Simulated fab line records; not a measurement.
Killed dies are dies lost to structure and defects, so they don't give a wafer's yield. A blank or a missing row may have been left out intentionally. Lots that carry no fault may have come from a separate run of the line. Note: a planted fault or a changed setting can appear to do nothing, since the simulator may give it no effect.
fab line records + flow nandHarc + part 2 of 2: steps 17 to 26 of 26
record
- lots=5
- wafers=15
- lastDay=23
route steps=1159 shown A_CONTACT@934
lots that met no fault: from a run of the same line without faults
startH: hours from the record's opening day to when the first of the lot's shown wafers began + waitH: hours elapsed since this lot's preceding step + " repeats the value in the row above + L1.1+2: one row covering several wafers at once + - value missing, or start not given + * or withheld: withheld + < > ~ a bound
route shown NAME@n: NAME is a module with steps in the file, n the number in the route of the first one + usual: the fault-free wafers' mean and standard deviation + same: alike in all rows + chamber/n: place in a boat + sites: per-site readings + _std_site: standard deviation of those values + _edge_site: the outer-site mean with the inner-site mean subtracted + radiusMm: how far each site lies from the wafer's centre + mask NAME#n: copy n + behind: the tool/chamber that last shaped the wafer + hold: the reason the lot was held/the length of the hold in hours/how it ended + device: which transistor (n, p or np) failed to switch + end of line: tests run on the same wafers once the route is complete + a step with no rows: only its recipe + killed: at the first sort, the dies lost to defects and structure; wafer yield is something else + map: the dies of a wafer, with x for killed, . for not killed, _ for no die there
set.NAME: the setting that was run; set.NAME@STEP: the one run at that earlier step + model.NAME: the simulator's own value behind a step, which no gauge read
certain route steps with their lots: each step a table, each wafer a row
services: a tool's chamber out of use, with start hour (startH, from the record's first day; less than 0 if before it), hours out, and reason
## steps
# step NHARC_A_CONTACT_ETCH_98
# recipe
- targetDepthA=200
- overEtchFrac=0.5
- timeS=10
- ionEnergyEv=250
- c4f6FlowSccm=25
- o2FlowSccm=20
- arFlowSccm=500
- rfW=600
- biasW=500
- chemistry=C4F6/O2
# usual
- drypumpMotorCurrentA=5.78/0.25
- oesProductAu=0.960/0.02
- rfVppV=547/3.4
- showerheadPlenumPTorr=3.94/0.16
- throttleValvePct=26.904/0.0094
| lot.wafer | tool       | chamber | startH | waitH | drypumpMotorCurrentA | oesProductAu | rfHoursCounterH | rfVppV | showerheadPlenumPTorr | throttleValvePct |
|-----------|------------|---------|--------|-------|----------------------|--------------|-----------------|--------|-----------------------|------------------|
| L081.4    | rieDiel-01 | 1       | -      | -     | 5.88                 | 0.963        | 22              | 550    | 4.07                  | 26.909           |
| L081.3    | "          | 0       | "      | "     | 6.17                 | 0.970        | 21              | 549    | 3.98                  | 26.916           |
| L081.5    | "          | 2       | "      | "     | 5.67                 | 0.944        | -               | 551    | 4.08                  | 26.913           |
| L082.4    | rieDiel-07 | 0       | -      | -     | 5.69                 | 1.012        | 10              | 549    | 4.03                  | 26.902           |
| L082.3    | "          | 1       | "      | "     | 5.60                 | 1.003        | 8               | 547    | 3.92                  | 26.894           |
| L082.2    | "          | 3       | "      | "     | 5.48                 | 1.011        | 10              | 547    | 3.90                  | 26.903           |
| L084.4    | rieDiel-01 | 3       | -      | -     | 5.68                 | 0.943        | 24              | 541    | 3.64                  | 26.907           |
| L084.2    | "          | 0       | "      | "     | 6.18                 | 0.935        | 25              | 547    | 3.98                  | 26.905           |
| L084.1    | "          | 2       | "      | "     | 5.73                 | 0.943        | 24              | 548    | 4.08                  | 26.879           |
| L087.3    | rieDiel-01 | 3       | -      | -     | 5.68                 | 0.958        | 25              | 541    | 3.64                  | 26.911           |
| L087.5    | "          | 3       | "      | "     | 5.70                 | 0.955        | -               | 540    | 3.64                  | 26.904           |
| L087.6    | "          | 0       | "      | "     | 6.19                 | 0.948        | -               | 547    | 3.98                  | 26.904           |
| L091.4    | rieDiel-07 | 3       | -      | -     | 5.42                 | 0.950        | 26              | 545    | 3.89                  | 26.912           |
| L091.6    | "          | 3       | "      | "     | 5.42                 | 0.944        | -               | 547    | 3.89                  | 26.900           |
| L091.5    | "          | 0       | "      | "     | 5.68                 | 0.976        | -               | 549    | 4.02                  | 26.890           |
# step NHARC_A_CONTACT_CD_MEAS_15
# usual
- cdNm=90.0/0.44
| lot.wafer | tool     | chamber | startH | waitH | cdNm |
|-----------|----------|---------|--------|-------|------|
| L081.3    | cdSem-03 | -       | 427.81 | -     | 90.3 |
| L081.4    | "        | -       | "      | "     | 90.7 |
| L081.5    | "        | -       | "      | "     | 90.1 |
| L082.2    | cdSem-02 | -       | 437.29 | -     | 89.9 |
| L082.3    | "        | -       | "      | "     | 90.0 |
| L082.4    | "        | -       | "      | "     | 89.6 |
| L084.1    | cdSem-01 | -       | 441.46 | -     | 89.4 |
| L084.2    | "        | -       | "      | "     | 90.0 |
| L084.4    | "        | -       | "      | "     | 90.6 |
| L087.3    | cdSem-03 | -       | 452.18 | -     | 90.2 |
| L087.5    | "        | -       | "      | "     | 90.0 |
| L087.6    | "        | -       | "      | "     | 90.0 |
| L091.4    | cdSem-03 | -       | 477.61 | -     | 89.8 |
| L091.5    | "        | -       | "      | "     | 89.3 |
| L091.6    | "        | -       | "      | "     | 89.4 |
# step NHARC_A_CONTACT_STRIP_107
# recipe
- n2FlowSccm=150
- h2FlowSccm=150
- arFlowSccm=0
- biasW=0
- chemistry=N2/H2
| lot.wafer  | tool       | chamber | startH | waitH |
|------------|------------|---------|--------|-------|
| L081.3+4+5 | rieDiel-01 | 0,1,0   | 427.89 | 0.1   |
| L082.2+3+4 | rieDiel-07 | 0,2,3   | 437.36 | 0.1   |
| L084.1+4+2 | rieDiel-01 | 1,2,3   | 441.55 | 0.1   |
| L087.3+5+6 | rieDiel-07 | 3,0,1   | 452.28 | 0.1   |
| L091.4+6+5 | rieDiel-02 | 1,1,2   | 477.68 | 0.1   |
# step NHARC_A_CONTACT_STRIP_108
# recipe
- cf4FlowSccm=100
- chf3FlowSccm=30
- arFlowSccm=0
- biasW=0
- chemistry=CF4/CHF3
| lot.wafer  | tool       | chamber | startH | waitH |
|------------|------------|---------|--------|-------|
| L081.4+3+5 | rieDiel-01 | 2,0,3   | 427.98 | 0.1   |
| L082.4+3+2 | rieDiel-07 | 1,2,3   | 437.46 | 0.1   |
| L084.4+2+1 | rieDiel-01 | 2,0,1   | 441.63 | 0.1   |
| L087.3+5+6 | rieDiel-07 | 2,1,2   | 452.35 | 0.1   |
| L091.4+6+5 | rieDiel-02 | 1,0,1   | 477.78 | 0.1   |
# step NHARC_A_CONTACT_STRIP_109
# recipe
- o2FlowSccm=400
- cosFlowSccm=20
- arFlowSccm=0
- biasW=0
- chemistry=O2/COS
| lot.wafer  | tool       | chamber | startH | waitH |
|------------|------------|---------|--------|-------|
| L081.4+3+5 | rieDiel-01 | 3,1,0   | 428.05 | 0.1   |
| L082.4+2+3 | rieDiel-07 | 0,1,3   | 437.52 | 0.1   |
| L084.2+4+1 | rieDiel-01 | 1,2,3   | 441.69 | 0.1   |
| L087.3+6+5 | rieDiel-07 | 0,0,1   | 452.41 | 0.1   |
| L091.4+5+6 | rieDiel-02 | 2,2,3   | 477.83 | 0.1   |
# step NHARC_A_CONTACT_ETCH_110
# recipe
- targetDepthA=500
- overetchA=50
- timeS=27.5
- ionEnergyEv=100
- cf4FlowSccm=80
- o2FlowSccm=20
- arFlowSccm=0
- rfW=300
- biasW=100
- chemistry=CF4/O2
# usual
- cf4FlowSccm=80.01/0.22
- drypumpMotorCurrentA=5.72/0.26
- oesProductAu=1.001/0.0074
- rfVppV=198.1/1.4
- showerheadPlenumPTorr=1.35/0.055
- throttleValvePct=13.398/0.0099
| lot.wafer | tool       | chamber | startH | waitH | cf4FlowSccm | drypumpMotorCurrentA | oesProductAu | rfHoursCounterH | rfVppV | showerheadPlenumPTorr | throttleValvePct |
|-----------|------------|---------|--------|-------|-------------|----------------------|--------------|-----------------|--------|-----------------------|------------------|
| L081.4    | rieDiel-01 | 2       | 428.17 | 0.1   | 80.14       | 5.75                 | 0.996        | 21              | 199.2  | 1.39                  | 13.409           |
| L081.3    | "          | 1       | "      | "     | 80.33       | 5.89                 | 0.997        | 22              | 198.1  | 1.39                  | 13.389           |
| L081.5    | "          | 2       | "      | "     | 79.75       | 5.71                 | 0.985        | -               | 199.8  | 1.39                  | 13.399           |
| L082.4    | rieDiel-07 | 3       | 437.58 | 0.1   | 80.14       | 5.42                 | 0.998        | 10              | 198.2  | 1.33                  | 13.420           |
| L082.2    | "          | 0       | "      | "     | 80.05       | 5.69                 | 1.020        | 10              | 198.9  | 1.37                  | 13.393           |
| L082.3    | "          | 1       | "      | "     | 80.53       | 5.62                 | 0.994        | 8               | 199.6  | 1.33                  | 13.400           |
| L084.1    | rieDiel-01 | 0       | 441.76 | 0.1   | 80.27       | 6.15                 | 1.005        | 25              | 198.9  | 1.36                  | 13.401           |
| L084.4    | "          | 1       | "      | "     | 79.78       | 5.87                 | 1.016        | 26              | 196.9  | 1.39                  | 13.381           |
| L084.2    | "          | 2       | "      | "     | 80.25       | 5.66                 | 1.003        | 24              | 198.7  | 1.39                  | 13.398           |
| L087.3    | rieDiel-07 | 2       | 452.47 | 0.1   | 79.99       | 5.64                 | 0.998        | 13              | 197.1  | 1.36                  | 13.415           |
| L087.5    | "          | 1       | "      | "     | 79.88       | 5.60                 | 1.003        | -               | 197.5  | 1.33                  | 13.393           |
| L087.6    | "          | 2       | "      | "     | 80.13       | 5.63                 | 0.989        | -               | 199.0  | 1.36                  | 13.396           |
| L091.4    | rieDiel-02 | 1       | 477.90 | 0.1   | 80.13       | 5.53                 | 1.001        | 51              | 195.9  | 1.25                  | 13.396           |
| L091.5    | "          | 3       | "      | "     | 79.90       | 6.09                 | 0.998        | -               | 198.4  | 1.36                  | 13.398           |
| L091.6    | "          | 0       | "      | "     | 80.15       | 5.85                 | 0.999        | -               | 196.6  | 1.27                  | 13.389           |
# step NHARC_A_CONTACT_STRIP_26
# recipe
- o2FlowSccm=500
- arFlowSccm=0
- biasW=0
- chemistry=O2
# usual
- drypumpMotorCurrentA=5.74/0.25
- oesProductAu=1.000/0.0077
- rfVppV=57.8/0.84
- showerheadPlenumPTorr=3.56/0.14
- throttleValvePct=17.036/0.0099
| lot.wafer | tool       | chamber | startH | waitH | drypumpMotorCurrentA | oesProductAu | rfHoursCounterH | rfVppV | showerheadPlenumPTorr | throttleValvePct |
|-----------|------------|---------|--------|-------|----------------------|--------------|-----------------|--------|-----------------------|------------------|
| L081.4    | rieDiel-01 | 2       | -      | -     | 5.72                 | 0.994        | 21              | 58.2   | 3.67                  | 17.037           |
| L081.3    | "          | 3       | "      | "     | 5.68                 | 1.003        | 20              | 57.7   | 3.27                  | 17.039           |
| L081.5    | "          | 1       | "      | "     | 5.96                 | 1.008        | -               | 57.5   | 3.66                  | 17.025           |
| L082.2    | rieDiel-07 | 3       | -      | -     | 5.46                 | 1.007        | 10              | 57.9   | 3.51                  | 17.052           |
| L082.4    | "          | 0       | "      | "     | 5.72                 | 1.000        | 10              | 57.7   | 3.63                  | 17.036           |
| L082.3    | "          | 2       | "      | "     | 5.62                 | 0.999        | 8               | 57.0   | 3.60                  | 17.033           |
| L084.2    | rieDiel-01 | 2       | -      | -     | 5.70                 | 0.994        | 24              | 57.0   | 3.67                  | 17.044           |
| L084.1    | "          | 3       | "      | "     | 5.72                 | 0.995        | 24              | 56.2   | 3.27                  | 17.034           |
| L084.4    | "          | 0       | "      | "     | 6.18                 | 1.013        | 25              | 58.2   | 3.58                  | 17.040           |
| L087.3    | rieDiel-07 | 0       | -      | -     | 5.70                 | 1.009        | 15              | 58.1   | 3.62                  | 17.038           |
| L087.6    | "          | 3       | "      | "     | 5.46                 | 1.004        | -               | 59.1   | 3.50                  | 17.032           |
| L087.5    | "          | 0       | "      | "     | 5.69                 | 0.997        | -               | 57.2   | 3.62                  | 17.025           |
| L091.4    | rieDiel-02 | 1       | -      | -     | 5.48                 | 0.980        | 52              | 56.5   | 3.32                  | 17.028           |
| L091.6    | "          | 3       | "      | "     | 6.10                 | 1.007        | -               | 58.7   | 3.60                  | 17.039           |
| L091.5    | "          | 0       | "      | "     | 5.84                 | 1.004        | -               | 57.2   | 3.37                  | 17.041           |
# step NHARC_A_CONTACT_STRIP_27
# recipe
- timeS=600
- tempC=30
- chemistry=postEtchResidueRemover
| lot.wafer  | tool        | chamber | startH | waitH |
|------------|-------------|---------|--------|-------|
| L081.5+4+3 | wetBench-02 | 1,4,5   | 428.56 | -     |
| L082.4+2+3 | wetBench-02 | 1,4,5   | 437.95 | -     |
| L084.1+4+2 | wetBench-07 | 6,7,2   | 442.13 | -     |
| L087.6+5+3 | wetBench-02 | 2,4,5   | 452.93 | -     |
| L091.4+5+6 | wetBench-07 | 3,4,0   | 478.27 | -     |
# step NHARC_A_CONTACT_ALD_18
# recipe
- targetThkA=30
- pulseTimeS=1
- aldCycles=150
- tempC=450
- material=TiN
# usual
- heaterPowerW=1044/110
- precursorPulseHeightRel=1.002/0.018
| lot.wafer | tool        | chamber | startH | waitH | heaterPowerW | precursorPulseHeightRel |
|-----------|-------------|---------|--------|-------|--------------|-------------------------|
| L081.3    | aldMetal-02 | 3       | 428.84 | -     | 1030         | 1.001                   |
| L081.4    | "           | 0       | "      | "     | 919          | 0.997                   |
| L081.5    | "           | 3       | "      | "     | 1023         | 1.004                   |
| L082.2    | aldMetal-04 | 0       | 438.22 | -     | 1119         | 0.986                   |
| L082.4    | "           | 1       | "      | "     | 986          | 1.010                   |
| L082.3    | "           | 2       | "      | "     | 1091         | 1.025                   |
| L084.2    | aldMetal-04 | 0       | 442.40 | -     | 1122         | 1.009                   |
| L084.4    | "           | 1       | "      | "     | 992          | 1.039                   |
| L084.1    | "           | 2       | "      | "     | 1110         | 1.013                   |
| L087.3    | aldMetal-02 | 1       | 453.21 | -     | 1008         | 1.004                   |
| L087.5    | "           | 0       | "      | "     | 930          | 0.991                   |
| L087.6    | "           | 1       | "      | "     | 979          | 0.998                   |
| L091.4    | aldMetal-01 | 1       | 478.56 | -     | 1107         | 0.980                   |
| L091.6    | "           | 0       | "      | "     | 939          | 0.991                   |
| L091.5    | "           | 1       | "      | "     | 1098         | 0.985                   |
# step NHARC_A_CONTACT_CVD_19
# recipe
- targetThkA=3000
- tempC=300
- pressureTorr=40
- wf6FlowSccm=40
- h2FlowSccm=1600
- arFlowSccm=1560
- timeS=802
- material=W
# usual
- heaterPowerW=473/72
- throttleValvePct=7.9/0.34
| lot.wafer | tool    | chamber | startH | waitH | heaterPowerW | throttleValvePct |
|-----------|---------|---------|--------|-------|--------------|------------------|
| L081.4    | cvdW-01 | 1       | -      | -     | 518          | 8.1              |
| L081.3    | "       | 0       | "      | "     | 466          | 7.9              |
| L081.5    | "       | 1       | "      | "     | 521          | 8.0              |
| L082.2    | cvdW-01 | 0       | -      | -     | 482          | 8.0              |
| L082.3    | "       | 0       | "      | "     | 471          | 7.8              |
| L082.4    | "       | 0       | "      | "     | 473          | 7.9              |
| L084.2    | cvdW-01 | 1       | -      | -     | 506          | 8.3              |
| L084.1    | "       | 0       | "      | "     | 475          | 8.0              |
| L084.4    | "       | 0       | "      | "     | 472          | 7.6              |
| L087.3    | cvdW-02 | 0       | -      | -     | 563          | 7.4              |
| L087.6    | "       | 1       | "      | "     | 367          | 7.9              |
| L087.5    | "       | 0       | "      | "     | 564          | 7.4              |
| L091.4    | cvdW-02 | 1       | -      | -     | 370          | 8.1              |
| L091.6    | "       | 0       | "      | "     | 543          | 7.2              |
| L091.5    | "       | 1       | "      | "     | 354          | 8.1              |
## services
| tool          | chamber | startH | hours | kind      |
|---------------|---------|--------|-------|-----------|
| rieDiel-07    | -       | 405.36 | 9.0   | pm        |
| rieDiel-07    | 0       | 405.36 | 9.0   | ventCycle |
| rieDiel-07    | 1       | 405.36 | 9.0   | ventCycle |
| aldMetal-04   | -       | 406.00 | 10.0  | pm        |
| harCapEtch-03 | -       | 408.22 | 0.1   | repair    |
| rieDiel-02    | 1       | 414.90 | 1.6   | repair    |
| rieDiel-01    | 0       | 421.89 | -     | clean     |
| rieDiel-01    | 1       | 421.89 | -     | clean     |
| rieDiel-01    | 2       | 421.89 | -     | clean     |
| rieDiel-01    | 3       | 421.89 | -     | clean     |
| aldMetal-04   | -       | 435.00 | 2.5   | repair    |
| rieDiel-01    | 0       | 446.39 | -     | clean     |
| rieDiel-01    | 1       | 446.39 | -     | clean     |
| rieDiel-01    | 2       | 446.39 | -     | clean     |
| rieDiel-01    | 3       | 446.39 | -     | clean     |
| wetBench-07   | -       | 448.00 | 8.0   | pm        |
| aldMetal-01   | -       | 458.00 | 10.0  | pm        |
| lithoTrack-06 | -       | 467.00 | 7.0   | pm        |
| rieDiel-01    | 0       | 470.91 | -     | clean     |
| rieDiel-01    | 1       | 470.91 | -     | clean     |
| rieDiel-01    | 2       | 470.91 | -     | clean     |
| rieDiel-01    | 3       | 470.91 | -     | clean     |
| aldMetal-04   | -       | 472.59 | 0.4   | repair    |
| cvdW-01       | -       | 479.19 | 13.0  | pm        |
